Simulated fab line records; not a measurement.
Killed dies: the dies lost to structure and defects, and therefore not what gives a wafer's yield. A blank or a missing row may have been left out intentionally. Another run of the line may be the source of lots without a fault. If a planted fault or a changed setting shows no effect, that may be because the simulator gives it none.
Problem report, 8D (eight disciplines) form, completed by code + flow nandHarc + the parts of the form that need people (team, actions taken, sign-off) are left out

## 1. THE PROBLEM
killedDies at NHARC_END_SORT_01 reads a mean of 264 on 4 wafers of 3 lots; wafers without a fault read 31 with a standard deviation of 9.7. That is +24 standard deviations from the usual mean.
Earliest sighting: wafer L421.3 on prober-01 at day 23 14:15. The record has a number at this step for 7 wafers belonging to 3 lots. Rule for "out", or "out of limits": more than 4 standard deviations from the usual mean. Any other wafer with a number is counted as sound.

## 2. WHAT IT IS, AND WHAT IT ISN'T
| question                    | is                             | is not                                                                  |
|-----------------------------|--------------------------------|-------------------------------------------------------------------------|
| which readings at this step | killedDies, killedAtArray      | killedAtOther, killedAtPeriphery, killedOpen, killedShort               |
| which lots                  | L421, L422, L424               | -                                                                       |
| which wafers of those lots  | L421.3, L422.3, L422.5, L424.3 | L421.2, L421.4, L424.2                                                  |
| read on which gauges        | prober-01, prober-02           | -                                                                       |
| when                        | from day 23 14:15              | up to then (1 sound wafer); but 2 sound wafers of L421, L424 came after |

## 3. SUSPECTS, AND WHAT RULES EACH OUT
Counting: if a tool at a process step up to the reading ran every lot that is out, it stays a suspect. Sound lots after the first of them don't rule it out here, since some wafers of a struck lot are sound.
- ruled out: the gauge at NHARC_END_SORT_01. 2 gauges (prober-01, prober-02) read the wafers that are out.
- rieDiel-11 at NHARC_A_CONTACT_ETCH_51 (etches the open film in O2/COS, target depth 3600 nm, time 936 s): kept. It ran every lot that is out, first L422 (day 19 23:01). On those wafers its own readings are out: oesProductAu.
The count leaves rieDiel-11 at NHARC_A_CONTACT_ETCH_51.

## 4. THE CAUSE (what the simulator had put in)
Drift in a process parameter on rieDiel-11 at NHARC_A_CONTACT_ETCH_51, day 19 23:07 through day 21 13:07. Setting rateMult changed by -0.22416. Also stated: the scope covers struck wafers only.
This tool alone remained once counting was done.

## 5. THE EFFECT CHAIN, in route order
Each row: a reading where the mean over the struck wafers with a number is more than 3 standard deviations away from the usual. Only readings for which the record gives a usual standard deviation are gone through. hours: the time from each lot's start at the first step in this table that gives one to its start at this step, as a median over the lots. sigmas: the change in usual standard deviations.
| hours | step                    | reading       | usual      | on struck wafers | change | sigmas |
|-------|-------------------------|---------------|------------|------------------|--------|--------|
| 0     | NHARC_A_CONTACT_ETCH_51 | oesProductAu  | 1.003 a.u. | 0.863            | -0.140 | -19    |
| 87    | NHARC_END_SORT_01       | killedAtArray | 27         | 261              | +234   | +23    |
| 87    | NHARC_END_SORT_01       | killedDies    | 31         | 264              | +233   | +24    |
Its process steps:
- NHARC_A_CONTACT_ETCH_51: etches the open film in O2/COS, target depth 3600 nm, time 936 s.

## 6. HOW IT WOULD HAVE BEEN CAUGHT EARLIER
The first out-of-limits reading at a measuring or inspecting step in this record came at day 23 14:15, 87 hours after the fault's start at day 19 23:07.
Tool's own readings at NHARC_A_CONTACT_ETCH_51, oesProductAu: out on all struck wafers the step has rows for; an alarm limit on them would have tripped on the first.
Lots out: 3; all had begun NHARC_A_CONTACT_ETCH_51 on rieDiel-11 by day 23 14:15. None of them would have been spared by holding the tool at that moment.
